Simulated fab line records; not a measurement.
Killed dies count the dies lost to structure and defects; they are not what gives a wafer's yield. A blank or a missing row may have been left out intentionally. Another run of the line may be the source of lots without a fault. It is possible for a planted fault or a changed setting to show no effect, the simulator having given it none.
Matching of chambers || flow n5-finfet || N5_ILD0_ALD_15 on ald-sin-04 has 4 sister chambers
The step deposits SiNx, target thk 24 nm, pulse time 1 s, ald cycles 480. 8 wafers are shown with their chamber, then 12 later ones without.

## WAFERS, EACH WITH ITS CHAMBER
{"wafer": "L084.5", "chamber": 3, "heater-power-w (W)": 884, "precursor-pulse-height-rel": 1.009}
{"wafer": "L084.6", "chamber": 0, "heater-power-w (W)": 884, "precursor-pulse-height-rel": 1.001}
{"wafer": "L086.1", "chamber": 2, "heater-power-w (W)": 672, "precursor-pulse-height-rel": 1.023}
{"wafer": "L086.3", "chamber": 1, "heater-power-w (W)": 1126, "precursor-pulse-height-rel": 0.962}
{"wafer": "L086.4", "chamber": 3, "heater-power-w (W)": 910, "precursor-pulse-height-rel": 1.000}
{"wafer": "L088.1", "chamber": 0, "heater-power-w (W)": 881, "precursor-pulse-height-rel": 0.990}
{"wafer": "L088.2", "chamber": 1, "heater-power-w (W)": 1113, "precursor-pulse-height-rel": 1.017}
{"wafer": "L088.6", "chamber": 2, "heater-power-w (W)": 682, "precursor-pulse-height-rel": 1.003}

## WAFERS MISSING THEIR CHAMBER
{"wafer": "L094.1", "heater-power-w (W)": 889, "precursor-pulse-height-rel": 1.007}
{"wafer": "L094.5", "heater-power-w (W)": 894, "precursor-pulse-height-rel": 1.010}
{"wafer": "L094.6", "heater-power-w (W)": 903, "precursor-pulse-height-rel": 0.985}
{"wafer": "L095.2", "heater-power-w (W)": 877, "precursor-pulse-height-rel": 1.023}
{"wafer": "L095.3", "heater-power-w (W)": 875, "precursor-pulse-height-rel": 1.031}
{"wafer": "L095.5", "heater-power-w (W)": 1092, "precursor-pulse-height-rel": 1.022}
{"wafer": "L096.1", "heater-power-w (W)": 895, "precursor-pulse-height-rel": 0.998}
{"wafer": "L096.2", "heater-power-w (W)": 880, "precursor-pulse-height-rel": 0.984}
{"wafer": "L096.5", "heater-power-w (W)": 896, "precursor-pulse-height-rel": 1.003}
{"wafer": "L097.2", "heater-power-w (W)": 686, "precursor-pulse-height-rel": 1.017}
{"wafer": "L097.3", "heater-power-w (W)": 885, "precursor-pulse-height-rel": 1.007}
{"wafer": "L097.6", "heater-power-w (W)": 876, "precursor-pulse-height-rel": 1.015}

## EACH ONE'S CHAMBER
{"wafer": "L094.1", "from the rows above": "can't be placed: 3 or 0", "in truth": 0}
{"wafer": "L094.5", "from the rows above": "can't be placed: 3 or 0", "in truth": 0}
{"wafer": "L094.6", "from the rows above": "can't be placed: 3 or 0", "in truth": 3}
{"wafer": "L095.2", "from the rows above": "can't be placed: 0 or 3", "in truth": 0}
{"wafer": "L095.3", "from the rows above": "can't be placed: 0 or 3", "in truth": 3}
{"wafer": "L095.5", "from the rows above": 1, "in truth": 1}
{"wafer": "L096.1", "from the rows above": "can't be placed: 3 or 0", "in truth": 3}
{"wafer": "L096.2", "from the rows above": "can't be placed: 0 or 3", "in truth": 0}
{"wafer": "L096.5", "from the rows above": "can't be placed: 3 or 0", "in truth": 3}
{"wafer": "L097.2", "from the rows above": 2, "in truth": 2}
{"wafer": "L097.3", "from the rows above": "can't be placed: 0 or 3", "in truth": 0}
{"wafer": "L097.6", "from the rows above": "can't be placed: 0 or 3", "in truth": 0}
Correct placement for 2 of the 12. Not placeable from these rows: 10 (in 10, the candidates include the true chamber). Wrongly placed: 0.
How it was worked out, from the rows above alone: a wafer's distance from a chamber is the root of the sum, over the readings, of the square of ((its reading less the chamber's mean) divided by the reading's scatter). The wafer belongs to the nearest chamber; if the next one is less than 2 further off, it can't be placed. For every chamber, the mean is computed from those of its wafers that are shown. How the scatter is found: for the shown wafers, subtract from each reading the mean of its chamber, square and add these, divide the total by (wafers less chambers), then take the root.
